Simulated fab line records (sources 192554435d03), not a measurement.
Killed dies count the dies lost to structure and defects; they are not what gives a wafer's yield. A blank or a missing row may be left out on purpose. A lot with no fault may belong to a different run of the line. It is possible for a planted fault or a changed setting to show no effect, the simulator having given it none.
Chamber matching + flow n5_finfet + N5_PMOS_HMC_CHANNEL_EPI_STRIP_33 on rie_diel-02: 4 sister chambers
The step strips in N2/H2. 18 wafers are shown with their chamber, then 9 later ones without.

## EACH WAFER AND ITS CHAMBER
| wafer  | chamber | drypump_motor_current_A (A) | throttle_valve_pct (%) | showerhead_plenum_p_Torr (Torr) |
|--------|---------|-----------------------------|------------------------|---------------------------------|
| L075.1 | 0       | 5.6                         | 18.86                  | 3.31                            |
| L075.2 | 1       | 5.2                         | 19.03                  | 3.22                            |
| L075.5 | 3       | 6.2                         | 19.30                  | 3.23                            |
| L077.1 | 1       | 5.2                         | 19.05                  | 3.22                            |
| L077.5 | 3       | 6.2                         | 19.27                  | 3.23                            |
| L077.6 | 0       | 5.6                         | 18.86                  | 3.31                            |
| L079.3 | 1       | 5.2                         | 19.07                  | 3.21                            |
| L079.4 | 0       | 5.7                         | 18.84                  | 3.30                            |
| L079.6 | 2       | 6.5                         | 19.04                  | 3.32                            |
| L082.1 | 3       | 6.2                         | 19.28                  | 3.22                            |
| L082.2 | 1       | 5.2                         | 19.10                  | 3.21                            |
| L082.5 | 1       | 5.2                         | 19.05                  | 3.21                            |
| L090.3 | 1       | 5.2                         | 19.08                  | 3.20                            |
| L090.4 | 3       | 6.2                         | 19.31                  | 3.21                            |
| L090.6 | 2       | 6.4                         | 19.07                  | 3.30                            |
| L091.2 | 2       | 6.4                         | 19.09                  | 3.30                            |
| L091.4 | 1       | 5.2                         | 19.07                  | 3.20                            |
| L091.6 | 3       | 6.2                         | 19.31                  | 3.21                            |

SIGNATURES (means of the wafers above)
| reading                  | chamber 0 | chamber 1 | chamber 2 | chamber 3 | scatter within a chamber |
|--------------------------|-----------|-----------|-----------|-----------|--------------------------|
| drypump_motor_current_A  | 5.633     | 5.200     | 6.433     | 6.200     | 0.0309                   |
| throttle_valve_pct       | 18.8533   | 19.0643   | 19.0667   | 19.2940   | 0.0207                   |
| showerhead_plenum_p_Torr | 3.3067    | 3.2100    | 3.3067    | 3.2200    | 0.009                    |
Rule: distance of a wafer from a chamber = root of the sum over the readings of ((wafer's reading minus chamber's mean) / reading's scatter) squared. The wafer belongs to the nearest chamber; if the next one is less than 2 further off, it can't be placed. The scatter: take each reading less its chamber's mean, square it, sum over the shown wafers, divide by the number of wafers less the number of chambers, and take the root.

## WAFERS WITH NO CHAMBER GIVEN
| wafer  | drypump_motor_current_A (A) | throttle_valve_pct (%) | showerhead_plenum_p_Torr (Torr) |
|--------|-----------------------------|------------------------|---------------------------------|
| L092.4 | 6.4                         | 19.08                  | 3.30                            |
| L092.5 | 5.2                         | 19.07                  | 3.20                            |
| L092.6 | 6.2                         | 19.31                  | 3.21                            |
| L093.1 | 5.2                         | 19.10                  | 3.20                            |
| L093.5 | 6.2                         | 19.35                  | 3.21                            |
| L093.6 | 5.6                         | 18.51                  | 3.29                            |
| L095.2 | 6.2                         | 19.33                  | 3.21                            |
| L095.3 | 6.5                         | 19.11                  | 3.30                            |
| L095.4 | 5.6                         | 18.52                  | 3.29                            |

## WHICH CHAMBER EACH WENT THROUGH
| wafer  | from the rows above | in truth |
|--------|---------------------|----------|
| L092.4 | 2                   | 2        |
| L092.5 | 1                   | 1        |
| L092.6 | 3                   | 3        |
| L093.1 | 1                   | 1        |
| L093.5 | 3                   | 3        |
| L093.6 | 0                   | 0        |
| L095.2 | 3                   | 3        |
| L095.3 | 2                   | 2        |
| L095.4 | 0                   | 0        |
9 of 9 placed correctly. Left unplaced by these rows: 0. Placed wrongly: 0.
